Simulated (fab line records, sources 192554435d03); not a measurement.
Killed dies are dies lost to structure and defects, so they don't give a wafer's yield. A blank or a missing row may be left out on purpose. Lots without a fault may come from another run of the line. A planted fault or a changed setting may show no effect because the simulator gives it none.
fab line records | flow n5_finfet | part 1 of 2: steps 1 to 4 of 6
record lots=18 wafers=54 last_day=19
route steps=1938 shown BEOL_M0_SAQP@673 BEOL_M0_CUTY@712 BEOL_M1@768
lots that met no fault: from a run of the same line without faults
start_h: hours from the record's first day to the start of the lot's first wafer shown | wait_h: hours since the lot's step before | " the same as in the row above | L1.1+2: a row that stands for several wafers | - no value, or no start given | * or withheld: withheld | < > ~ a bound
route shown NAME@n: a module of which the file shows steps, and the number in the route of the first | usual: mean/standard deviation of fault-free wafers | same: alike in all rows | chamber/n: place in a boat | sites: the reading at each site | _std_site: their standard deviation | _edge_site: outer sites' mean less inner sites' | radius_mm: how far each site lies from the wafer's centre | mask NAME#n: copy n | behind: the tool/chamber that last shaped the wafer | hold: why the lot was held/for how many hours/how that ended | device: the transistor (n, p or np) that didn't switch | end of line: the same wafers' tests at the end of the route | a step without rows: its recipe alone | killed: dies lost to structure and defects at the first sort, not the wafer's yield | map: a wafer's dies, x killed, . not, _ none there
set.NAME: the setting as run; set.NAME@STEP: as run at that earlier step | model.NAME: the simulator's own value behind a step, which no gauge read
steps of the route over a sample of lots; a table a step, a row a wafer
services: from which hour (start_h, from the record's first day; less than 0 if before it) a tool's chamber was out of use, for how many hours, and why
## steps
# step N5_BEOL_M0_SAQP_ETCH_107
# recipe chemistry=CH3F/O2 target=SiNx target_depth_a=300 mask_material=SOC pressure_mtorr=30 source_w=395 bias_w=73 Ar_flow_sccm=150 CH3F_flow_sccm=30 O2_flow_sccm=20 ion_energy_ev=120
# usual drypump_motor_current_A=5.7/0.43 oes_product_au=0.77/0.084 rf_vpp_V=299/4.2 showerhead_plenum_p_Torr=2.00/0.076 throttle_valve_pct=16.48/0.23
# columns lot.wafer tool chamber start_h wait_h drypump_motor_current_A oes_product_au rf_hours_counter_h rf_vpp_V showerhead_plenum_p_Torr throttle_valve_pct
L074.1 rie_diel-05 3 114.17 0.0 5.1 0.73 183 299 1.99 16.10
L074.3 " 0 " " 5.8 0.70 233 296 1.98 16.63
L074.6 " 0 " " 5.8 0.70 - 298 1.98 16.65
L075.2 rie_diel-06 3 125.83 0.0 6.0 0.72 181 308 1.92 16.63
L075.4 " 0 " " 5.2 0.80 - 295 1.85 16.54
L075.6 " 3 " " 6.0 0.72 - 306 1.92 16.64
L078.1 rie_diel-05 3 136.11 0.0 5.1 0.73 188 301 1.98 16.10
L078.3 " 1 " " 5.7 0.68 209 298 2.07 16.42
L078.4 " 0 " " 5.7 0.71 238 297 1.98 16.65
L079.1 rie_diel-06 3 144.70 0.0 6.0 0.71 188 307 1.91 16.65
L079.4 " 1 " " 6.5 0.77 163 296 1.99 16.69
L079.6 " 0 " " 5.2 0.80 - 295 1.84 16.55
L080.1 rie_diel-05 2 148.29 0.0 6.0 0.77 129 293 2.09 16.74
L080.4 " 0 " " 5.8 0.71 242 297 1.98 16.66
L080.6 " 0 " " 5.8 0.70 - 297 1.98 16.66
L081.1 rie_diel-05 1 155.29 0.0 5.6 0.69 214 299 2.07 16.43
L081.3 " 3 " " 5.1 0.73 193 301 1.98 16.12
L081.4 " 2 " " 6.0 0.78 130 294 2.09 16.75
L082.3 rie_diel-02 1 165.32 0.0 6.6 0.92 18 308 2.12 16.10
L082.4 " 0 " " 6.2 0.70 241 297 2.06 16.24
L082.6 " 3 " " 5.2 0.92 - 298 2.04 16.52
L083.2 rie_diel-05 1 170.09 0.0 5.6 0.69 217 300 2.07 16.45
L083.4 " 3 " " 5.1 0.73 196 300 1.98 16.13
L083.6 " 1 " " 5.6 0.69 - 300 2.07 16.45
L084.1 rie_diel-06 0 175.65 0.0 5.2 0.78 119 295 1.84 16.55
L084.4 " 2 " " 6.1 0.93 9 302 2.04 16.35
L084.6 " 0 " " 5.3 0.78 - 296 1.84 16.56
L086.1 rie_diel-05 3 192.26 0.0 5.1 0.72 203 299 1.98 16.14
L086.5 " 2 " " 6.0 0.76 - 295 2.09 16.78
L086.6 " 1 " " 5.7 0.68 - 299 2.06 16.46
L087.1 rie_diel-05 2 195.85 0.0 6.0 0.76 143 294 2.09 16.77
L087.2 " 1 " " 5.6 0.68 226 300 2.06 16.46
L087.5 " 3 " " 5.1 0.71 - 301 1.98 16.16
L088.1 rie_diel-05 3 199.68 0.0 5.2 0.72 207 301 1.98 16.15
L088.3 " 1 " " 5.7 0.67 228 299 2.06 16.46
L088.6 " 2 " " 6.0 0.75 - 294 2.09 16.78
L089.2 rie_diel-06 3 203.87 0.0 6.0 0.70 205 308 1.91 16.68
L089.3 " 0 " " 5.2 0.76 130 295 1.84 16.59
L089.6 " 1 " " 6.4 0.76 - 297 1.99 16.71
L090.3 rie_diel-06 1 210.10 0.0 6.4 0.75 180 296 1.99 16.71
L090.4 " 0 " " 5.2 0.77 - 295 1.84 16.59
L090.5 " 1 " " 6.5 0.75 - 295 1.99 16.71
L091.1 rie_diel-05 2 213.04 0.0 6.0 0.76 150 294 2.08 16.79
L091.2 " 3 " " 5.1 0.71 213 302 1.98 16.16
L091.6 " 0 " " 5.8 0.98 - 296 1.97 16.19
L092.1 rie_diel-05 1 221.65 0.0 5.6 0.67 235 300 2.06 16.47
L092.2 " 2 " " 6.0 0.76 152 294 2.08 16.80
L092.6 " 3 " " 5.1 0.70 - 300 1.98 16.16
L094.1 rie_diel-06 0 235.45 0.0 5.3 0.76 143 296 1.83 16.61
L094.2 " 3 " " 6.0 0.69 215 307 1.90 16.70
L094.5 " 0 " " 5.3 0.76 - 296 1.83 16.60
L097.2 rie_diel-06 2 251.72 0.0 6.1 0.88 35 302 2.03 16.41
L097.3 " 1 " " 6.5 0.74 194 296 1.98 16.75
L097.6 " 3 " " 6.0 0.69 - 308 1.90 16.70
# step N5_BEOL_M0_SAQP_STRIP_108
# recipe chemistry=N2/H2 power_w=500 temp_c=40 pressure_mtorr=50 rf_frequency_hz=6e+07 overash_fraction=0.3 bias_power_w=28 h2_frac=0.5 n2_flow_sccm=300 h2_flow_sccm=300
# usual bias_power_w=28.01/0.079 drypump_motor_current_A=5.7/0.43 n2_flow_sccm=300.0/0.91 oes_product_au=0.77/0.084 rf_vpp_V=121.8/1 showerhead_plenum_p_Torr=3.36/0.13 throttle_valve_pct=19.17/0.28
# columns lot.wafer tool chamber start_h wait_h bias_power_w drypump_motor_current_A n2_flow_sccm oes_product_au rf_hours_counter_h rf_vpp_V showerhead_plenum_p_Torr throttle_valve_pct
L074.1 rie_diel-05 3 114.21 0.0 28.02 5.2 301.0 0.74 183 120.9 3.35 18.79
L074.3 " 0 " " 27.94 5.8 299.9 0.70 233 121.5 3.30 19.43
L074.6 " 0 " " 27.99 5.8 301.2 0.71 - 120.7 3.30 19.45
L075.2 rie_diel-06 3 125.87 0.0 28.06 6.0 299.3 0.72 181 120.9 3.19 19.16
L075.4 " 0 " " 28.09 5.3 301.0 0.79 - 120.0 3.13 18.97
L075.6 " 3 " " 28.08 6.0 298.0 0.72 - 122.5 3.19 19.18
L078.1 rie_diel-05 3 136.15 0.0 28.16 5.2 300.5 0.73 188 121.8 3.34 18.80
L078.3 " 1 " " 27.83 5.7 298.4 0.70 209 123.2 3.47 19.51
L078.4 " 0 " " 27.94 5.8 300.0 0.71 238 122.0 3.29 19.45
L079.1 rie_diel-06 3 144.74 0.0 27.91 6.0 298.6 0.70 188 120.0 3.19 19.19
L079.4 " 1 " " 28.10 6.5 300.6 0.77 163 121.1 3.33 19.21
L079.6 " 0 " " 27.95 5.3 301.4 0.78 - 120.5 3.12 18.97
L080.1 rie_diel-05 2 148.33 0.0 28.17 6.0 300.5 0.77 130 122.7 3.52 19.43
L080.4 " 0 " " 27.92 5.8 298.7 0.70 242 120.9 3.29 19.45
L080.6 " 0 " " 27.94 5.8 300.2 0.70 - 121.9 3.29 19.45
L081.1 rie_diel-05 1 155.33 0.0 27.98 5.7 299.5 0.69 214 122.1 3.47 19.50
L081.3 " 3 " " 27.95 5.2 300.2 0.72 193 122.5 3.34 18.81
L081.4 " 2 " " 28.03 6.0 301.3 0.76 130 122.8 3.52 19.43
L082.3 rie_diel-02 1 165.36 0.0 27.97 6.6 300.7 0.90 18 122.8 3.58 19.03
L082.4 " 0 " " 27.99 6.2 298.6 0.70 241 121.7 3.46 19.13
L082.6 " 3 " " 28.09 5.3 299.4 0.93 - 122.5 3.42 19.46
L083.2 rie_diel-05 1 170.13 0.0 27.90 5.7 301.3 0.69 217 121.8 3.47 19.51
L083.4 " 3 " " 28.10 5.2 299.7 0.72 196 123.4 3.34 18.80
L083.6 " 1 " " 27.97 5.7 301.0 0.69 - 121.8 3.47 19.52
L084.1 rie_diel-06 0 175.69 0.0 28.04 5.3 299.4 0.77 119 119.6 3.12 18.98
L084.4 " 2 " " 27.98 6.1 301.3 0.94 9 122.7 3.44 18.78
L084.6 " 0 " " 27.94 5.3 299.9 0.77 - 120.6 3.12 18.97
L086.1 rie_diel-05 3 192.30 0.0 28.03 5.2 299.8 0.71 203 122.1 3.34 18.81
L086.5 " 2 " " 28.01 6.0 299.4 0.75 - 123.0 3.51 19.47
L086.6 " 1 " " 28.07 5.7 300.6 0.69 - 122.4 3.47 19.53
L087.1 rie_diel-05 2 195.89 0.0 27.92 6.0 300.2 0.75 143 121.3 3.51 19.45
L087.2 " 1 " " 28.00 5.6 300.0 0.68 226 121.0 3.47 19.52
L087.5 " 3 " " 27.99 5.2 300.0 0.71 - 121.3 3.33 18.84
L088.1 rie_diel-05 3 199.72 0.0 28.08 5.2 299.5 0.71 207 121.1 3.33 18.82
L088.3 " 1 " " 27.98 5.6 299.5 0.68 228 122.1 3.46 19.53
L088.6 " 2 " " 27.97 6.0 300.6 0.75 - 120.6 3.51 19.46
L089.2 rie_diel-06 3 203.91 0.0 28.09 6.0 299.7 0.69 205 120.5 3.18 19.20
L089.3 " 0 " " 27.95 5.2 300.9 0.76 130 119.9 3.11 19.00
L089.6 " 1 " " 28.10 6.5 300.1 0.76 - 121.8 3.33 19.27
L090.3 rie_diel-06 1 210.14 0.0 27.87 6.5 300.8 0.74 180 122.1 3.33 19.26
L090.4 " 0 " " 27.91 5.3 300.7 0.76 - 121.6 3.11 19.00
L090.5 " 1 " " 27.91 6.5 300.2 0.75 - 121.8 3.33 19.27
L091.1 rie_diel-05 2 213.08 0.0 28.02 6.0 299.9 0.75 150 122.2 3.51 19.47
L091.2 " 3 " " 28.03 5.2 299.3 0.70 213 121.1 3.33 18.83
L091.6 " 0 " " 28.03 5.8 298.4 0.99 - 121.2 3.29 19.09
L092.1 rie_diel-05 1 221.69 0.0 28.01 5.6 298.8 0.66 235 123.9 3.46 19.54
L092.2 " 2 " " 28.11 6.0 299.3 0.74 152 122.6 3.51 19.47
L092.6 " 3 " " 27.97 5.1 297.8 0.69 - 120.4 3.33 18.82
L094.1 rie_diel-06 0 235.49 0.0 28.13 5.2 300.2 0.76 143 121.4 3.11 19.03
L094.2 " 3 " " 28.15 6.0 299.5 0.69 215 121.8 3.17 19.21
L094.5 " 0 " " 27.89 5.2 299.3 0.76 - 121.6 3.11 19.01
L097.2 rie_diel-06 2 251.76 0.0 28.00 6.1 298.3 0.90 35 122.5 3.42 18.82
L097.3 " 1 " " 28.08 6.5 299.7 0.75 194 123.9 3.32 19.28
L097.6 " 3 " " 28.12 6.0 299.4 0.69 - 122.2 3.17 19.24
# step N5_BEOL_M0_CUTY_ETCH_62
# recipe chemistry=CF4 target=SiARC mask_material=CAR-ArF-block time_s=58.5 ion_energy_ev=80 pressure_mtorr=40 source_w=545 bias_w=36 Ar_flow_sccm=100 cf4_flow_sccm=100 ends=cleared
# usual drypump_motor_current_A=6.0/0.48 etch_rf_on_time_s=59.3/1.2 oes_product_au=0.67/0.081 rf_vpp_V=183.8/1 showerhead_plenum_p_Torr=2.11/0.063 throttle_valve_pct=15.6/0.31
# columns lot.wafer tool chamber start_h wait_h drypump_motor_current_A etch_rf_on_time_s oes_product_au rf_hours_counter_h rf_vpp_V showerhead_plenum_p_Torr throttle_valve_pct
L074.1 rie_diel-04 3 117.14 0.0 5.2 59.8 0.61 211 180.5 2.03 15.5
L074.3 " 0 " " 6.0 58.9 0.67 107 183.5 2.16 15.9
L074.6 " 0 " " 6.0 58.5 0.66 - 184.5 2.16 15.9
L075.2 rie_diel-03 3 129.16 0.0 6.5 59.8 0.62 189 184.0 2.21 15.6
L075.4 " 2 " " 5.3 59.7 0.66 104 183.2 2.07 15.2
L075.6 " 0 " " 5.7 60.5 0.59 - 183.2 2.04 15.6
L078.1 rie_diel-04 1 139.67 0.0 6.4 61.9 0.57 242 183.6 2.19 15.6
L078.3 " 3 " " 5.2 60.1 0.60 221 183.3 2.03 15.5
L078.4 " 0 " " 6.0 59.1 0.65 - 185.5 2.15 15.9
L079.1 rie_diel-01 3 147.82 0.0 5.9 57.6 0.81 22 183.9 2.10 15.1
L079.4 " 1 " " 5.8 58.6 0.79 16 183.1 2.09 15.5
L079.6 " 2 " " 6.5 59.6 0.65 - 183.4 2.06 16.0
L080.1 rie_diel-04 1 151.18 0.0 6.4 62.8 0.56 248 184.2 2.19 15.6
L080.4 " 0 " " 6.0 59.4 0.65 - 186.8 2.15 16.0
L080.6 " 3 " " 5.2 60.4 0.59 - 182.6 2.03 15.5
L081.1 rie_diel-01 3 158.63 0.0 6.1 56.6 0.81 26 182.5 2.10 15.1
L081.3 " 2 " " 6.6 58.9 0.65 148 183.7 2.06 16.0
L081.4 " 0 " " 6.4 59.8 0.61 183 184.8 2.22 15.9
L082.3 rie_diel-01 2 168.25 0.0 6.6 59.2 0.64 151 181.8 2.06 16.0
L082.4 " 0 " " 6.4 60.4 0.61 185 184.7 2.22 15.9
L082.6 " 2 " " 6.6 59.7 0.65 - 184.7 2.06 16.0
L083.2 rie_diel-01 0 173.73 0.0 6.4 59.5 0.61 187 184.2 2.22 15.9
L083.4 " 1 " " 5.7 57.4 0.79 22 182.8 2.09 15.6
L083.6 " 2 " " 6.6 59.0 0.65 - 183.6 2.06 16.0
L084.1 rie_diel-01 1 180.69 0.0 5.8 57.4 0.78 24 184.2 2.09 15.6
L084.4 " 2 " " 6.5 58.5 0.65 154 183.7 2.06 16.0
L084.6 " 3 " " 6.0 56.8 0.79 - 183.8 2.10 15.1
L086.1 rie_diel-04 2 195.03 0.0 5.6 59.4 0.61 189 183.4 2.05 15.9
L086.5 " 1 " " 6.4 60.5 0.79 - 185.5 2.18 15.2
L086.6 " 0 " " 6.0 60.2 0.64 - 184.8 2.15 16.0
L087.1 rie_diel-03 0 200.22 0.0 5.6 59.8 0.58 233 183.3 2.04 15.7
L087.2 " 3 " " 6.5 59.3 0.61 216 183.9 2.20 15.6
L087.5 " 2 " " 5.3 57.9 0.67 - 184.9 2.06 15.3
L088.1 rie_diel-04 0 202.89 0.0 6.0 60.1 0.63 140 184.7 2.15 16.0
L088.3 " 2 " " 5.6 60.0 0.61 192 182.2 2.05 15.9
L088.6 " 1 " " 6.4 60.2 0.77 - 184.0 2.18 15.2
L089.2 rie_diel-04 0 207.29 0.0 6.0 60.0 0.63 142 183.7 2.15 16.0
L089.3 " 1 " " 6.4 60.5 0.78 10 182.9 2.18 15.2
L089.6 " 2 " " 5.6 60.7 0.60 - 183.0 2.05 15.9
L090.3 rie_diel-03 1 213.34 0.0 5.2 59.4 0.82 3 184.9 2.19 15.1
L090.4 " 2 " " 5.3 58.2 0.65 - 183.7 2.06 15.3
L090.5 " 0 " " 5.7 59.6 0.57 - 182.5 2.03 15.7
L091.1 rie_diel-01 3 216.74 0.0 6.0 57.4 0.77 47 183.4 2.09 15.2
L091.2 " 2 " " 6.6 59.1 0.64 162 181.5 2.06 16.0
L091.6 " 1 " " 5.7 57.5 0.76 - 184.8 2.09 15.6
L092.1 rie_diel-04 0 224.67 0.0 6.0 59.6 0.63 150 183.8 2.14 16.0
L092.2 " 2 " " 5.6 59.4 0.60 201 184.5 2.05 15.9
L092.6 " 0 " " 6.0 59.4 0.63 - 185.7 2.14 16.0
L094.1 rie_diel-03 3 240.40 0.0 6.5 60.4 0.59 228 184.1 2.20 15.7
L094.2 " 1 " " 5.2 59.9 0.78 17 183.6 2.18 15.2
L094.5 " 2 " " 5.3 59.0 0.64 - 182.9 2.06 15.4
L097.2 rie_diel-03 2 254.58 0.0 5.3 59.1 0.64 155 183.1 2.05 15.4
L097.3 " 2 " " 5.2 59.0 0.63 - 182.3 2.05 15.4
L097.6 " 2 " " 5.3 59.2 0.63 - 183.5 2.05 15.4
# step N5_BEOL_M1_ETCH_74
# recipe chemistry=N2/H2 target=underlayer target_depth_a=65 mask_material=CAR-EUV time_s=5.2 ion_energy_ev=200 pressure_mtorr=30 source_w=840 bias_w=150 n2_flow_sccm=200 h2_flow_sccm=200 ends=cleared
# usual drypump_motor_current_A=5.8/0.48 etch_rf_on_time_s=5.14/0.12 n2_flow_sccm=200.1/0.62 oes_product_au=0.69/0.081 rf_vpp_V=524/3.1 showerhead_plenum_p_Torr=2.56/0.1 throttle_valve_pct=17.96/0.22
# columns lot.wafer tool chamber start_h wait_h drypump_motor_current_A etch_rf_on_time_s n2_flow_sccm oes_product_au rf_hours_counter_h rf_vpp_V showerhead_plenum_p_Torr throttle_valve_pct
L074.1 rie_diel-05 2 125.88 0.0 6.0 5.05 200.5 0.67 123 527 2.67 18.31
L074.3 " 0 " " 5.8 5.27 200.5 0.61 235 526 2.49 18.12
L074.6 " 3 " " 5.1 5.19 200.5 0.63 - 524 2.53 17.67
L075.2 rie_diel-02 1 137.84 0.0 6.6 5.22 201.1 0.78 12 529 2.72 17.77
L075.4 " 0 " " 6.1 5.08 198.8 0.60 236 525 2.62 17.79
L075.6 " 2 " " 5.3 5.01 200.2 0.70 - 524 2.45 17.79
L078.1 rie_diel-05 3 147.63 0.0 5.1 5.12 200.4 0.62 191 522 2.53 17.65
L078.3 " 0 " " 5.7 5.17 200.7 0.60 242 524 2.49 18.14
L078.4 " 2 " " 6.0 5.03 200.7 0.67 129 525 2.67 18.31
L079.1 rie_diel-02 0 159.16 0.0 6.1 5.13 199.7 0.60 240 526 2.62 17.83
L079.4 " 3 " " 5.3 5.05 199.9 0.78 31 523 2.59 18.14
L079.6 " 3 " " 5.3 5.12 199.8 0.78 - 526 2.59 18.14
L080.1 rie_diel-06 3 161.75 0.0 6.0 5.23 199.8 0.61 191 520 2.41 18.04
L080.4 " 0 " " 5.3 5.00 200.4 0.67 115 517 2.36 18.06
L080.6 " 0 " " 5.3 4.99 199.3 0.68 - 521 2.36 18.05
L081.1 rie_diel-06 0 167.55 0.0 5.3 5.02 199.7 0.68 117 518 2.35 18.05
L081.3 " 3 " " 6.0 5.24 199.6 0.61 193 521 2.40 18.05
L081.4 " 2 " " 6.1 5.36 199.3 0.81 7 527 2.60 17.90
L082.3 rie_diel-05 0 179.24 0.0 5.8 5.30 199.3 0.60 249 522 2.49 18.09
L082.4 " 2 " " 6.0 5.19 200.0 0.65 137 527 2.67 18.31
L082.6 " 1 " " 5.7 5.42 199.0 0.58 - 523 2.63 18.04
L083.2 rie_diel-02 0 185.63 0.0 6.2 5.09 200.3 0.60 246 525 2.62 17.84
L083.4 " 2 " " 5.3 5.00 200.1 0.71 113 524 2.45 17.80
L083.6 " 2 " " 5.3 5.03 199.9 0.69 - 520 2.45 17.79
L084.1 rie_diel-02 2 188.31 0.0 5.3 4.99 200.1 0.70 114 523 2.45 17.81
L084.4 " 3 " " 5.2 5.05 201.3 0.78 38 526 2.59 18.16
L084.6 " 3 " " 5.2 5.02 201.0 0.76 - 527 2.59 18.18
L086.1 rie_diel-02 1 202.41 0.0 6.6 5.16 199.5 0.76 28 529 2.71 17.81
L086.5 " 3 " " 5.2 5.07 200.2 0.77 - 525 2.59 18.17
L086.6 " 1 " " 6.5 5.19 199.6 0.74 - 528 2.71 17.80
L087.1 rie_diel-06 1 206.35 0.0 6.4 5.07 199.5 0.64 179 522 2.52 18.13
L087.2 " 2 " " 6.1 5.35 200.1 0.77 20 526 2.60 17.88
L087.5 " 0 " " 5.2 5.04 200.4 0.66 - 516 2.35 18.09
L088.1 rie_diel-05 0 211.66 0.0 5.8 5.17 201.0 0.83 3 524 2.48 17.74
L088.3 " 3 " " 5.2 5.23 200.6 0.60 212 522 2.52 17.69
L088.6 " 1 " " 5.7 5.39 200.4 0.57 - 526 2.62 18.08
L089.2 rie_diel-02 3 215.98 0.0 5.3 5.14 200.6 0.75 50 523 2.58 18.20
L089.3 " 1 " " 6.5 5.22 201.0 0.75 35 528 2.71 17.82
L089.6 " 2 " " 5.3 5.07 199.6 0.66 - 521 2.44 17.83
L090.3 rie_diel-06 3 224.07 0.0 6.0 5.21 200.4 0.61 211 518 2.40 18.10
L090.4 " 0 " " 5.3 5.02 200.1 0.66 138 518 2.35 18.11
L090.5 " 0 " " 5.3 5.05 200.3 0.65 - 518 2.35 18.10
L091.1 rie_diel-02 0 224.49 0.0 6.1 5.03 200.4 0.84 1 527 2.62 17.38
L091.2 " 3 " " 5.2 5.07 200.4 0.74 54 524 2.58 18.20
L091.6 " 3 " " 5.2 5.03 201.0 0.75 - 524 2.58 18.20
L092.1 rie_diel-05 1 232.77 0.0 5.7 5.43 199.8 0.57 239 526 2.62 18.09
L092.2 " 2 " " 6.0 5.14 200.7 0.64 155 526 2.66 18.37
L092.6 " 0 " " 5.9 5.14 199.0 0.82 - 522 2.48 17.72
L094.1 rie_diel-05 0 248.71 0.0 5.8 5.18 201.0 0.80 14 524 2.48 17.77
L094.2 " 1 " " 5.6 5.37 199.9 0.56 245 527 2.62 18.10
L094.5 " 2 " " 6.0 5.13 199.7 0.64 - 525 2.66 18.39
L097.2 rie_diel-06 3 266.04 0.0 6.0 5.31 200.3 0.58 226 521 2.39 18.10
L097.3 " 2 " " 6.1 5.35 199.9 0.75 40 525 2.59 17.95
L097.6 " 1 " " 6.5 5.08 199.8 0.63 - 520 2.51 18.18
